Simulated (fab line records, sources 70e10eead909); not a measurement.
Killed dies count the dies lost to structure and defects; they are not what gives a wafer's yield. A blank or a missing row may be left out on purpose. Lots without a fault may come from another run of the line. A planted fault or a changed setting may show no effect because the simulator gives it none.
Comparing a struck lot with a sound one ; flow nand harc ; 23 steps out of a route of 1302
Sound: these wafers, L954.2, L954.3, L954.6. Struck: wafer L961.4 (L961.5, L961.6, from the same lot, were not struck and are left out); the cause is given at the end.
Per side, at each step with rows, come the tool, then ch with its chambers, and then its first start. Under that, the readings that differ: sound wafers ; struck wafers ; difference of the means ; sigmas: that difference in standard deviations of wafers without a fault.
alike: words and numbers the same on both sides, and readings whose means are apart by under 2 such deviations; not compared: readings that were withheld, readings missing a value for some wafer, numbers with overlapping values and no deviation given by the record, and bounds like >300 which may hide the same value.
Wherever a step has rows on one side only, a row that says differs or no value, or a row with sigmas, the two part there. When numbers do not overlap yet have no deviation, they are printed without sigmas and do not part them. A reading missing from all wafers of one side parts the sides only when that side holds two or more wafers.

NHARC_P_CONTACT_DEP_00: deposits SiO2, target thk 500 nm.
  sound: pecvd-04 ch 1,2; struck: pecvd-03 ch 2
  alike: heater power w, throttle valve pct
  not compared: since wet clean h
NHARC_P_CONTACT_CMP_01: polishes SiO2, target thk 200 nm.
  sound on cmp-01 ch 0,2, day 8 10:35; struck on cmp-01 ch 2, day 11 02:07
  alike: motor current A
  not compared: pad life wafers
then, 9 steps without rows for these wafers: NHARC_P_CONTACT_SRD_03; NHARC_P_CONTACT_DEHYDRATE_04 (time 120 s); NHARC_P_CONTACT_HMDS_05 (time 30 s); NHARC_P_CONTACT_COAT_33 (time 75 s); NHARC_P_CONTACT_COAT_34 (time 65 s); NHARC_P_CONTACT_COAT_06 (resist thk 90 nm); NHARC_P_CONTACT_SOFTBAKE_07 (time 55 s); NHARC_P_CONTACT_EBR_08; NHARC_P_CONTACT_EXPOSE_09 (exposes mask P CA, target cd 90 nm).
NHARC_P_CONTACT_PEB_10: peb time 65 s.
  sound on litho track-04 ch 0, day 8 11:11; struck on litho track-06 ch 0, day 11 02:52
reading;sound;struck;difference;sigmas
heater power total W (W);156.0 157.1 156.0;161.1;+4.7;+12
then, 1 step without rows for these wafers: NHARC_P_CONTACT_DEVELOP_11 (develop time 35 s).
NHARC_P_CONTACT_CD_MEAS_12: target cd 90 nm.
  sound on cd sem-03 ch 0, day 8 11:16; struck on cd sem-03 ch 0, day 11 02:56
reading;sound;struck;difference;sigmas
cd nm (nm);89.7 90.2 89.6;87.7;-2.1;-4
NHARC_P_CONTACT_OVL_MEAS_13:
  sound on overlay-01 at day 8 11:22; struck on overlay-01 at day 11 03:01
reading;sound;struck;difference;sigmas
overlay y nm (nm);1.0 0.8 1.3;-1.2;-2.2;-3
  alike: overlay x nm
NHARC_P_CONTACT_INSPECT_14:
  sound on defect inspect-02 at day 8 11:23; struck on defect inspect-01 at day 11 03:04
  alike: raw defect count
NHARC_P_CONTACT_DESCUM_17: chemistry O2, time 3 s.
  sound on rie diel-06 ch 2,3, day 8 11:27; struck on rie diel-02 ch 1, day 11 03:08
reading;sound;struck;difference;sigmas
model.P_CONTACT.cd nm (nm);89.71 90.74 89.84;87.49;-2.61;
  alike: drypump motor current A, mfc ar sccm, oes product au, rf vpp V, showerhead plenum p Torr, throttle valve pct
  not compared: rf hours counter h
NHARC_P_CONTACT_ETCH_35: etches the open film in CF4, target depth 39 nm, time 65 s.
  sound on rie diel-06 ch 1,2,3, day 8 11:33; struck on rie diel-02 ch 3, day 11 03:13
reading;sound;struck;difference;sigmas
oes product au (a.u.);0.988 0.993 1.000;1.013;+0.019;+3
throttle valve pct (%);13.291 13.292 13.287;13.263;-0.027;-3
  alike: drypump motor current A, mfc ar sccm, rf vpp V, showerhead plenum p Torr
  not compared: rf hours counter h
NHARC_P_CONTACT_ETCH_36: etches the open film in N2/H2, target depth 260 nm, time 406.25 s.
  sound: rie diel-06 ch 0,1,3; struck: rie diel-02 ch 1
reading;sound;struck;difference;sigmas
rf vpp V (V);434.2 432.6 430.1;426.2;-6.1;-2
  alike: drypump motor current A, mfc ar sccm, oes product au, showerhead plenum p Torr, throttle valve pct
  not compared: rf hours counter h
NHARC_P_CONTACT_ETCH_18: etches the open film in C4F8/O2/Ar, target depth 481 nm, time 240.5 s.
  sound: rie diel-06 ch 0,3; struck: rie diel-02 ch 1
  alike: oes product au, rf vpp V
  not compared: rf hours counter h
then, 1 step without rows for these wafers: NHARC_P_CONTACT_STRIP_37 (strips in C4F8/O2/Ar).
NHARC_P_CONTACT_ETCH_31: etches the open film in CH3F/O2, target depth 30 nm, time 85.7 s.
  sound: rie diel-06 ch 0,1,2; struck: rie diel-02 ch 1
reading;sound;struck;difference;sigmas
showerhead plenum p Torr (Torr);2.56 2.58 2.47;2.31;-0.23;-2
model.P_CONTACT.cd nm (nm);89.67 91.3 90.91;87.22;-3.41;
  alike: drypump motor current A, mfc ar sccm, oes product au, rf vpp V, throttle valve pct
  not compared: rf hours counter h
NHARC_P_CONTACT_CD_MEAS_19:
  sound on cd sem-03 at day 8 12:20; struck on cd sem-02 at day 11 04:00
reading;sound;struck;difference;sigmas
cd nm (nm);89.2 91.0 91.2;87.2;-3.3;-3

## WHERE THEY PART
At NHARC_P_CONTACT_PEB_10 first; at NHARC_P_CONTACT_CD_MEAS_19 last (within this record only).

WHY: what had been put in by the simulator
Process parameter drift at NHARC_P_CONTACT_PEB_10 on litho track-06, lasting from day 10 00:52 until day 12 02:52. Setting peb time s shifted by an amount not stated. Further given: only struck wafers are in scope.
